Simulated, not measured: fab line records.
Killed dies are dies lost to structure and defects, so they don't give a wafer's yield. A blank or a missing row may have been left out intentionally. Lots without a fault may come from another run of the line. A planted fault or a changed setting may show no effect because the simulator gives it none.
Lot-split experiment :: flow n5-finfet :: 21 wafers read across 7 lots, on a route 1938 steps long

THE SPLIT
At N5_BEOL_M1_COAT_62 (time 60 s, resist thk 12 nm), the setting spin-rpm was moved away from the recipe's 1500 rpm on 6 of the 21 wafers read, by -8.2% to +9.4%. The other wafers ran this setting at the recipe's value.

FROM THE SPLIT TO THE READING: what the file shows between them, 4 steps
- N5_BEOL_M1_COAT_73: time 60 s, resist thk 5 nm
- N5_BEOL_M1_COAT_05: resist thk 30 nm
- N5_BEOL_M1_DESCUM_16: chemistry O2, time 7 s
- N5_BEOL_M1_ETCH_74: etches underlayer in N2/H2, target depth 6.5 nm, time 5.2 s

THE READING
CAR-EUV_of_BEOL_M1_COAT_05.thk-nm (the simulator's own value, which no gauge read), in nm, at N5_BEOL_M1_ETCH_63 (etches SiARC in CF4, target depth 15.6 nm, time 26 s). No usual value for it is given in the file. The 15 wafers here that ran the recipe average 11.2 nm, standard deviation 0.08 nm.

wafer: L077.1
tool, chamber at the split: litho-track-02, 0
spin-rpm as run, rpm: 1500
against the recipe: recipe
CAR-EUV_of_BEOL_M1_COAT_05.thk-nm, nm: 11.2
against lot-mates on the recipe: -

wafer: L077.6
tool, chamber at the split: litho-track-02, 0
spin-rpm as run, rpm: 1500
against the recipe: recipe
CAR-EUV_of_BEOL_M1_COAT_05.thk-nm, nm: 11.2
against lot-mates on the recipe: -

wafer: L077.5
tool, chamber at the split: litho-track-02, 0
spin-rpm as run, rpm: 1500
against the recipe: recipe
CAR-EUV_of_BEOL_M1_COAT_05.thk-nm, nm: 11.2
against lot-mates on the recipe: -

wafer: L080.1
tool, chamber at the split: litho-track-04, 0
spin-rpm as run, rpm: 1500
against the recipe: recipe
CAR-EUV_of_BEOL_M1_COAT_05.thk-nm, nm: 11
against lot-mates on the recipe: -

wafer: L080.3
tool, chamber at the split: litho-track-04, 0
spin-rpm as run, rpm: 1500
against the recipe: recipe
CAR-EUV_of_BEOL_M1_COAT_05.thk-nm, nm: 11.2
against lot-mates on the recipe: -

wafer: L080.6
tool, chamber at the split: litho-track-04, 0
spin-rpm as run, rpm: 1500
against the recipe: recipe
CAR-EUV_of_BEOL_M1_COAT_05.thk-nm, nm: 11.2
against lot-mates on the recipe: -

wafer: L081.1
tool, chamber at the split: litho-track-04, 0
spin-rpm as run, rpm: 1641
against the recipe: +9.4%
CAR-EUV_of_BEOL_M1_COAT_05.thk-nm, nm: 11.4
against lot-mates on the recipe: +0.4

wafer: L081.2
tool, chamber at the split: litho-track-04, 0
spin-rpm as run, rpm: 1500
against the recipe: recipe
CAR-EUV_of_BEOL_M1_COAT_05.thk-nm, nm: 11
against lot-mates on the recipe: -

wafer: L081.5
tool, chamber at the split: litho-track-04, 0
spin-rpm as run, rpm: 1641
against the recipe: +9.4%
CAR-EUV_of_BEOL_M1_COAT_05.thk-nm, nm: 11.6
against lot-mates on the recipe: +0.6

wafer: L082.2
tool, chamber at the split: litho-track-01, 0
spin-rpm as run, rpm: 1500
against the recipe: recipe
CAR-EUV_of_BEOL_M1_COAT_05.thk-nm, nm: 11.2
against lot-mates on the recipe: -

wafer: L082.3
tool, chamber at the split: litho-track-01, 0
spin-rpm as run, rpm: 1393
against the recipe: -7.1%
CAR-EUV_of_BEOL_M1_COAT_05.thk-nm, nm: 10.6
against lot-mates on the recipe: -0.6

wafer: L082.4
tool, chamber at the split: litho-track-01, 0
spin-rpm as run, rpm: 1500
against the recipe: recipe
CAR-EUV_of_BEOL_M1_COAT_05.thk-nm, nm: 11.2
against lot-mates on the recipe: -

wafer: L086.2
tool, chamber at the split: litho-track-04, 0
spin-rpm as run, rpm: 1500
against the recipe: recipe
CAR-EUV_of_BEOL_M1_COAT_05.thk-nm, nm: 11.2
against lot-mates on the recipe: -

wafer: L086.6
tool, chamber at the split: litho-track-04, 0
spin-rpm as run, rpm: 1500
against the recipe: recipe
CAR-EUV_of_BEOL_M1_COAT_05.thk-nm, nm: 11.2
against lot-mates on the recipe: -

wafer: L086.5
tool, chamber at the split: litho-track-04, 0
spin-rpm as run, rpm: 1608
against the recipe: +7.2%
CAR-EUV_of_BEOL_M1_COAT_05.thk-nm, nm: 11.6
against lot-mates on the recipe: +0.4

wafer: L091.3
tool, chamber at the split: litho-track-04, 0
spin-rpm as run, rpm: 1500
against the recipe: recipe
CAR-EUV_of_BEOL_M1_COAT_05.thk-nm, nm: 11.2
against lot-mates on the recipe: -

wafer: L091.4
tool, chamber at the split: litho-track-04, 0
spin-rpm as run, rpm: 1500
against the recipe: recipe
CAR-EUV_of_BEOL_M1_COAT_05.thk-nm, nm: 11
against lot-mates on the recipe: -

wafer: L091.6
tool, chamber at the split: litho-track-04, 0
spin-rpm as run, rpm: 1500
against the recipe: recipe
CAR-EUV_of_BEOL_M1_COAT_05.thk-nm, nm: 11.2
against lot-mates on the recipe: -

wafer: L093.2
tool, chamber at the split: litho-track-02, 0
spin-rpm as run, rpm: 1377
against the recipe: -8.2%
CAR-EUV_of_BEOL_M1_COAT_05.thk-nm, nm: 10.8
against lot-mates on the recipe: -0.4

wafer: L093.3
tool, chamber at the split: litho-track-02, 0
spin-rpm as run, rpm: 1377
against the recipe: -8.2%
CAR-EUV_of_BEOL_M1_COAT_05.thk-nm, nm: 10.8
against lot-mates on the recipe: -0.4

wafer: L093.5
tool, chamber at the split: litho-track-02, 0
spin-rpm as run, rpm: 1500
against the recipe: recipe
CAR-EUV_of_BEOL_M1_COAT_05.thk-nm, nm: 11.2
against lot-mates on the recipe: -

THE FIT
A straight line over all 21 wafers: CAR-EUV_of_BEOL_M1_COAT_05.thk-nm changes by +0.0471 nm for each +1% of spin-rpm; r = +0.91; the points scatter about the line by 0.1 nm.
The same after taking each lot's own level away (the mean of its wafers on the recipe; 21 wafers): +0.0559 nm for each +1%; r = +0.96; scatter 0.08 nm.
That fit puts the effect of the largest move of spin-rpm on the reading at 0.53 nm.
Measured against the standard deviation above, the lots' own levels, which go from 11.00 to 11.20 nm, span 2.5 times it.
So the lot-to-lot level changes the slope: the two fits differ.
Check: with one of the wafers moved furthest among these (+9.4%) left out of the fit, the line predicts +0.56 nm for it against its lot-mates. Against them it came out at +0.4 nm.

THESE WAFERS: OTHER SPLITS
Before the reading, these wafers also passed through other splits. Each is held against what the fit with the lots' levels taken away leaves over:
other split on the same wafers: N5_BEOL_M0_ETCH_138 bias-w
wafers away from the commonest value: 8
r with CAR-EUV_of_BEOL_M1_COAT_05.thk-nm (lot level and that fit taken away): +0.15

other split on the same wafers: N5_BEOL_M1_COAT_61 spin-rpm
wafers away from the commonest value: 8
r with CAR-EUV_of_BEOL_M1_COAT_05.thk-nm (lot level and that fit taken away): +0.08

THE WHOLE CHAIN: every reading that the file lists as answering this split, in the file's order
step: N5_BEOL_M1_COAT_62
what it does: time 60 s, resist thk 12 nm
reading: SiARC_of_BEOL_M1_COAT_62.thk-nm (the simulator's own value, which no gauge read)
change (the file's fit): -0.0686 nm for each +1% of the setting
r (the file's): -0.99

step: N5_BEOL_M1_ETCH_63
what it does: etches SiARC in CF4, target depth 15.6 nm, time 26 s
reading: etch.depth-nm (the simulator's own value, which no gauge read)
change (the file's fit): -0.0587 nm for each +1% of the setting
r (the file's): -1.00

step: N5_BEOL_M1_ETCH_63
what it does: etches SiARC in CF4, target depth 15.6 nm, time 26 s
reading: CAR-EUV_of_BEOL_M1_COAT_05.thk-nm (the simulator's own value, which no gauge read)
change (the file's fit): +0.0586 nm for each +1% of the setting
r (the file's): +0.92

FILE'S OWN FIT
CAR-EUV_of_BEOL_M1_COAT_05.thk-nm changes by +0.0586 nm for each +1% of spin-rpm, r = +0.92.
